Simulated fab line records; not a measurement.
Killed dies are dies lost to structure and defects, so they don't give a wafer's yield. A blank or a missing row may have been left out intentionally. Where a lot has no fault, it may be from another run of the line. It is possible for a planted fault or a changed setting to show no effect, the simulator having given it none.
Which tool is to blame?    flow n5 finfet    Sampling: 11 lots, 33 wafers, 4 of 1938 route steps

WHAT THE GAUGES READ, wafer by wafer
N5_BEOL_M13_CD_MEAS_10: target cd 190 nm.
lot   measured      on         cd nm (nm)
L924  day 10 10:18  cd sem-02  189.3 188.8 190.2
L925  day 11 00:43  cd sem-03  192.1 193.1 190.4
L927  day 11 09:26  cd sem-02  191.2 190.1 191.2
L929  day 12 00:50  cd sem-01  187.0 187.0 188.6
L930  day 12 18:17  cd sem-01  173.8 173.7 173.7
L939  day 14 13:23  cd sem-02  188.8 190.4 192.2
L941  day 15 04:26  cd sem-02  190.6 191.2 190.1
L943  day 15 14:09  cd sem-03  189.9 189.4 190.9
L940  day 15 14:34  cd sem-01  190.5 189.9 190.1
L942  day 15 21:01  cd sem-02  190.6 192.2 193.2
L946  day 16 16:26  cd sem-02  194.0 192.2 190.3

WHICH TOOL RAN EACH LOT (tool, then ch and the chambers of the sampled wafers, then the start)
lot   N5_BEOL_M12_PRE_CLEAN_42      N5_BEOL_M12_SPUTTER_45        N5_BEOL_M13_EXPOSE_07
L924  pvd sputter-01, day 10 08:33  pvd sputter-01, day 10 08:45  krf scanner-02 ch 0, day 10 10:08
L925  pvd sputter-03, day 10 22:54  pvd sputter-03, day 10 23:06  krf scanner-01 ch 0, day 11 00:32
L927  pvd sputter-03, day 11 07:21  pvd sputter-03, day 11 07:33  krf scanner-02 ch 0, day 11 09:16
L929  pvd sputter-02, day 11 22:58  pvd sputter-02, day 11 23:10  krf scanner-02 ch 0, day 12 00:40
L930  pvd sputter-02, day 12 15:30  pvd sputter-02, day 12 15:42  krf scanner-02 ch 0, day 12 18:06
L939  pvd sputter-01, day 14 11:40  pvd sputter-01, day 14 11:52  krf scanner-01 ch 0, day 14 13:13
L941  pvd sputter-03, day 15 02:44  pvd sputter-03, day 15 02:56  krf scanner-01 ch 0, day 15 04:17
L943  pvd sputter-02, day 15 12:27  pvd sputter-02, day 15 12:39  krf scanner-01 ch 0, day 15 13:59
L940  pvd sputter-02, day 15 12:46  pvd sputter-02, day 15 12:58  krf scanner-01 ch 0, day 15 14:24
L942  pvd sputter-03, day 15 19:19  pvd sputter-03, day 15 19:31  krf scanner-01 ch 0, day 15 20:50
L946  pvd sputter-03, day 16 14:44  pvd sputter-03, day 16 14:56  krf scanner-01 ch 0, day 16 16:16
- N5_BEOL_M12_PRE_CLEAN_42: time 30 s.
- N5_BEOL_M12_SPUTTER_45: material Cu, target thk 80 nm, time 13.33 s.
- N5_BEOL_M13_EXPOSE_07: exposes mask V12.

THE ANSWER, worked out from the rows above alone
Rule: the usual values come from the lots themselves. The widest of any qualifying gaps counts: lots, ordered by their means at a reading, are off when they make up no more than a third of the lots, leave a main group of 4 or more, and stand apart from it by 3 or more times the standard deviation of that group's means. Not used: any main group whose means are identical at the precision the tables above print for the reading. A lot without any number at a reading at which 4 lots or more have one is off too. Any other lot the step has rows for is counted as sound.
Off at N5_BEOL_M13_CD_MEAS_10 (cd nm): L930. The main group has a mean of 190.5 nm with a standard deviation of 1.3.
If a tool, at a process step before that reading, ran all the lots that are off and no sound lot after the first of them, it fits. Gauges at N5_BEOL_M13_CD_MEAS_10: tried the same way as those tools. One fits: krf scanner-02 at N5_BEOL_M13_EXPOSE_07. Its last sound lot is L929 (day 12 00:40), its first lot that is off L930 (day 12 18:06): a fault that began between those two fits.

WHAT THE SIMULATOR HAD PUT IN
Process parameter drift: krf scanner-02, from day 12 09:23 on, at N5_BEOL_M13_EXPOSE_07. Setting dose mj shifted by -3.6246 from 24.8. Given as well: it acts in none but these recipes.
Shown lots that were struck: L930. The same result came from the rule above.
